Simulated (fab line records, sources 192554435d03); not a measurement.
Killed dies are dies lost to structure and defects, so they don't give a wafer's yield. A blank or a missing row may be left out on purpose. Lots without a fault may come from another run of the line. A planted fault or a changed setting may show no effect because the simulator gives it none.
A struck lot beside a sound one | flow n5_finfet | 16 steps out of a route of 1938
Sound: wafers L378.2, L378.4, L378.6. Struck: wafers L398.4, L398.5. (L398.2 of the same lot was not struck and is left out.) The cause comes at the end.
At each step with rows: each side's tool, then ch and its chambers, then its first start. Under that, the readings that differ: sound wafers | struck wafers | difference of the means | sigmas: that difference in standard deviations of wafers without a fault.
alike: readings whose means differ by less than 2 such deviations, and words and numbers that are the same on both sides. not compared: withheld readings, readings that some wafer has no value for, bounds like >300 that may hide the same value, and numbers for which the record gives no deviation and whose values overlap.
The two part at a step that has a row with sigmas, a row that says differs or no value, or rows on one side only. Numbers that don't overlap but have no deviation are shown without sigmas and don't part them. A reading that every wafer of one side lacks parts them only if that side has two wafers or more.

N5_GATE_CUT_INSPECT_15: inspects for defects (brightfield).
  sound on defect_inspect-02, day 4 15:50; struck on defect_inspect-02, day 9 21:20
  alike: raw_defect_count
N5_GATE_CUT_DESCUM_18: chemistry O2, time 7 s.
  sound on rie_diel-03 ch 0,2, day 4 15:52; struck on rie_diel-01 ch 1,3, day 9 21:23
  alike: drypump_motor_current_A, oes_product_au, rf_vpp_V, showerhead_plenum_p_Torr, throttle_valve_pct
  not compared: rf_hours_counter_h
then, 1 step without rows for these wafers: N5_GATE_CUT_ETCH_28 (etches underlayer in N2/H2, target depth 13 nm, time 10.4 s).
N5_GATE_CUT_ETCH_36: etches SiARC in CF4, target depth 13 nm, time 21.7 s.
  sound on rie_diel-03 ch 0,2, day 4 15:55; struck on rie_diel-01 ch 1,3, day 9 21:26
  alike: drypump_motor_current_A, etch_rf_on_time_s, oes_product_au, rf_vpp_V, showerhead_plenum_p_Torr, throttle_valve_pct
  not compared: rf_hours_counter_h
N5_GATE_CUT_ETCH_37: etches SOC in N2/H2, target depth 60 nm, overetch 12 nm, time 90 s.
  sound on rie_diel-03 ch 0,2, day 4 15:57; struck on rie_diel-01 ch 1,3, day 9 21:28
  alike: drypump_motor_current_A, oes_product_au, rf_vpp_V, showerhead_plenum_p_Torr, throttle_valve_pct
  not compared: rf_hours_counter_h
then, 3 steps without rows for these wafers: N5_GATE_CUT_STRIP_38 (strips in N2/H2); N5_GATE_CUT_STRIP_39 (strips in N2/H2); N5_GATE_CUT_HM_OPEN_40 (chemistry C4F6/O2, target SiO2, target depth 139 nm, time 85.1 s).
N5_GATE_CUT_STRIP_41: strips in CF4.
  sound on rie_diel-03 ch 0,2, day 4 16:05; struck on rie_diel-01 ch 1,3, day 9 21:36
  reading                     | sound       | struck  | difference | sigmas
  drypump_motor_current_A (A) | 6.5 6.5 6.6 | 4.8 5.9 | -1.2       | -2
  alike: oes_product_au, rf_vpp_V, showerhead_plenum_p_Torr, throttle_valve_pct
  not compared: rf_hours_counter_h
then, 2 steps without rows for these wafers: N5_GATE_CUT_STRIP_42 (strips in O2); N5_GATE_CUT_ETCH_19 (etches SiNx in CH3F/O2, target depth 53.7 nm, time 76.7 s).
N5_GATE_CUT_CUT_ETCH_53: etches W in SF6/Cl2, target depth 79.2 nm.
  sound on rie_metal-03 ch 0,1, day 4 16:16; struck on rie_metal-03 ch 0, day 9 21:46
  alike: drypump_motor_current_A, etch_rf_on_time_s, mfc_cl2_sccm, oes_product_au, throttle_valve_pct
  not compared: rf_hours_counter_h
N5_GATE_CUT_CUT_ETCH_54: etches TiN in Cl2/BCl3, target depth 96.7 nm.
  sound on rie_metal-03 ch 0,1, day 4 16:19; struck on rie_metal-03 ch 0, day 9 21:50
  reading                | sound             | struck      | difference | sigmas
  mfc_cl2_sccm (sccm)    | 53.27 53.28 53.34 | 45.44 45.47 | -7.84      | -49
  throttle_valve_pct (%) | 22.39 22.27 22.27 | 21.48 21.48 | -0.83      | -5
  alike: drypump_motor_current_A, etch_rf_on_time_s, oes_product_au
  not compared: rf_hours_counter_h
then, 1 step without rows for these wafers: N5_GATE_CUT_CUT_ETCH_55 (etches HfO2 in BCl3, target depth 3.2 nm).
-- the record jumps here: 4 days lie between the struck wafers' starts before and after (it left off in module GATE_CUT and takes up again in module BEOL_M4, whose first step shown is number 1111 of the route) --
N5_BEOL_M4_RC_MEAS_101:
  sound on prober-01 ch 0, day 7 20:33; struck on prober-02 ch 0, day 13 14:44
  reading       | sound          | struck    | difference | sigmas
  SS_P (mV/dec) | 73.8 73.4 73.7 | 72.8 72.1 | -1.2       | -2
  alike: DIBL_N, DIBL_P, IOFF_N, IOFF_P, ION_N, ION_P, SS_N, VT_N, VT_P
N5_PASSIVATION_PROBE_49:
  the record has rows for the sound wafers here (prober-02, day 12 23:08) and none for the struck ones

WHERE THEY PART
First at N5_GATE_CUT_STRIP_41; last, within this record, at N5_PASSIVATION_PROBE_49.

WHY: what the simulator had put in
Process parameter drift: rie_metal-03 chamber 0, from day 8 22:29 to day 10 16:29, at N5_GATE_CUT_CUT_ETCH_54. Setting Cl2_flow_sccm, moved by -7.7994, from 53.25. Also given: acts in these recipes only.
